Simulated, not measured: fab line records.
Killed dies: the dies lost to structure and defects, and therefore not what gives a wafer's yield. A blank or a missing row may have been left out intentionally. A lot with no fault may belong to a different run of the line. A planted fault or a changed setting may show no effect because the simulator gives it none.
Split-lot experiment + flow n5-finfet + on a route of 1938 steps: 7 lots, 21 wafers read

## THE SPLIT
At N5_BEOL_M1_HM_DEP_02 (deposits TiN, target thk 20 nm), the setting target-thk-a was moved away from the recipe's 200 angstrom on 8 of the 21 wafers read, by -12.1% to +11.6%. For the rest of the wafers, this setting stayed at what the recipe calls for.

## FROM THE SPLIT TO THE READING: what the file shows between them, 8 steps
- N5_BEOL_M1_COAT_61: time 60 s, resist thk 60 nm
- N5_BEOL_M1_COAT_62: time 60 s, resist thk 12 nm
- N5_BEOL_M1_STRIP_75: strips in N2/H2
- N5_BEOL_M1_STRIP_66: strips in CF4
- N5_BEOL_M1_HM_OPEN_17: chemistry Cl2/BCl3, target TiN, target depth 20 nm, overetch 6 nm
- N5_BEOL_M1_STRIP_19: strips in O2
- N5_BEOL_M1_STRIP_83: strips in C4F6/O2
- N5_BEOL_M1_STRIP_36: strips in N2/H2

## THE READING
TiN_of_BEOL_M1_HM_DEP_02.thk-nm (the simulator's own value, which no gauge read), in nm, at N5_BEOL_M1_TRENCH_ETCH_37 (etches SiOC in C4F6/O2, target depth 55.207 nm, time 29 s). The file does not state a usual value for it. Across the 13 wafers here that went through the recipe, the average is 17.6 nm and the standard deviation 0.19 nm.

| wafer  | tool, chamber at the split | target-thk-a as run, angstrom | against the recipe | TiN_of_BEOL_M1_HM_DEP_02.thk-nm, nm | against lot-mates on the recipe |
|--------|----------------------------|-------------------------------|--------------------|-------------------------------------|---------------------------------|
| L075.1 | pvd-sputter-02, -          | 207.1                         | +3.5%              | 18.4                                | +0.8                            |
| L075.5 | pvd-sputter-02, -          | 207.1                         | +3.5%              | 18.4                                | +0.8                            |
| L075.3 | pvd-sputter-02, -          | 200                           | recipe             | 17.6                                | -                               |
| L076.1 | pvd-sputter-02, -          | 200                           | recipe             | 17.4                                | -                               |
| L076.2 | pvd-sputter-02, -          | 200                           | recipe             | 17.8                                | -                               |
| L076.4 | pvd-sputter-02, -          | 200                           | recipe             | 17.6                                | -                               |
| L079.1 | pvd-sputter-03, -          | 200                           | recipe             | 18                                  | -                               |
| L079.2 | pvd-sputter-03, -          | 209.8                         | +4.9%              | 19                                  | +1.1                            |
| L079.4 | pvd-sputter-03, -          | 200                           | recipe             | 17.8                                | -                               |
| L084.4 | pvd-sputter-02, -          | 200                           | recipe             | 17.6                                | -                               |
| L084.5 | pvd-sputter-02, -          | 219.9                         | +9.9%              | 19.8                                | +2.2                            |
| L084.6 | pvd-sputter-02, -          | 219.9                         | +9.9%              | 19.4                                | +1.8                            |
| L088.1 | pvd-sputter-03, -          | 200                           | recipe             | 17.2                                | -                               |
| L088.2 | pvd-sputter-03, -          | 200                           | recipe             | 17.6                                | -                               |
| L088.4 | pvd-sputter-03, -          | 223.2                         | +11.6%             | 19.8                                | +2.4                            |
| L094.1 | pvd-sputter-01, -          | 200                           | recipe             | 17.6                                | -                               |
| L094.5 | pvd-sputter-01, -          | 175.8                         | -12.1%             | 15.2                                | -2.4                            |
| L094.6 | pvd-sputter-01, -          | 175.8                         | -12.1%             | 15.2                                | -2.4                            |
| L096.1 | pvd-sputter-03, -          | 200                           | recipe             | 17.6                                | -                               |
| L096.6 | pvd-sputter-03, -          | 200                           | recipe             | 17.6                                | -                               |
| L096.4 | pvd-sputter-03, -          | 200                           | recipe             | 17.8                                | -                               |

THE FIT
A straight line over all 21 wafers: TiN_of_BEOL_M1_HM_DEP_02.thk-nm changes by +0.2 nm for each +1% of target-thk-a; r = +0.99; the points scatter about the line by 0.2 nm.
The same after taking each lot's own level away (the mean of its wafers on the recipe; 21 wafers): +0.202 nm for each +1%; r = +0.99; scatter 0.13 nm.
The reading moves by 2.4 nm for the largest change in target-thk-a, on that fit.
Measured against the standard deviation above, the lots' own levels, which go from 17.40 to 17.90 nm, span 2.6 times it.
Hence the lot-to-lot level has little effect on the slope; both slopes agree.
Check: with one of the wafers moved furthest among these (-12.1%) left out of the fit, the line predicts -2.44 nm for it against its lot-mates. Against them it came out at -2.4 nm.

## OTHER SPLITS ON THESE WAFERS
These wafers also went through other splits before the reading. Each is held against what the fit with the lots' levels taken away leaves over:
| other split on the same wafers            | wafers away from the commonest value | r with TiN_of_BEOL_M1_HM_DEP_02.thk-nm (lot level and that fit taken away) |
|-------------------------------------------|--------------------------------------|----------------------------------------------------------------------------|
| N5_GATE_CUT_ETCH_36 cf4-flow-sccm         | 8                                    | +0.13                                                                      |
| N5_GATE_CUT_ALD_22 ald-cycles             | 5                                    | +0.62                                                                      |
| N5_MOL_CONTACT_COAG_EXPOSE_37 dose-mj     | 10                                   | +0.29                                                                      |
| N5_MOL_CONTACT_COAG_ETCH_67 source-w      | 9                                    | -0.04                                                                      |
| N5_BEOL_M0_SAQP_MANDREL_ETCH_20 bias-w    | 8                                    | -0.15                                                                      |
| N5_BEOL_M0_CUTY_ETCH_63 source-w          | 5                                    | +0.04                                                                      |
| N5_BEOL_M0_TRENCH_ETCH_107 target-depth-a | 9                                    | +0.17                                                                      |
| N5_BEOL_M1_PECVD_72 time-s                | 10                                   | +0.22                                                                      |

## THE WHOLE CHAIN: every reading that the file lists as answering this split, in the file's order
| step                      | what it does                                                      | reading                                                                          | change (the file's fit)               | r (the file's) |
|---------------------------|-------------------------------------------------------------------|----------------------------------------------------------------------------------|---------------------------------------|----------------|
| N5_BEOL_M1_HM_DEP_02      | deposits TiN, target thk 20 nm                                    | TiN_of_BEOL_M1_HM_DEP_02.thk-nm (the simulator's own value, which no gauge read) | +0.208 nm for each +1% of the setting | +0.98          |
| N5_BEOL_M1_HM_OPEN_17     | chemistry Cl2/BCl3, target TiN, target depth 20 nm, overetch 6 nm | etch.depth-nm (the simulator's own value, which no gauge read)                   | +0.208 nm for each +1% of the setting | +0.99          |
| N5_BEOL_M1_TRENCH_ETCH_37 | etches SiOC in C4F6/O2, target depth 55.207 nm, time 29 s         | TiN_of_BEOL_M1_HM_DEP_02.thk-nm (the simulator's own value, which no gauge read) | +0.204 nm for each +1% of the setting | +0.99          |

## THE FILE'S OWN FIT
TiN_of_BEOL_M1_HM_DEP_02.thk-nm changes by +0.204 nm for each +1% of target-thk-a, r = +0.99.
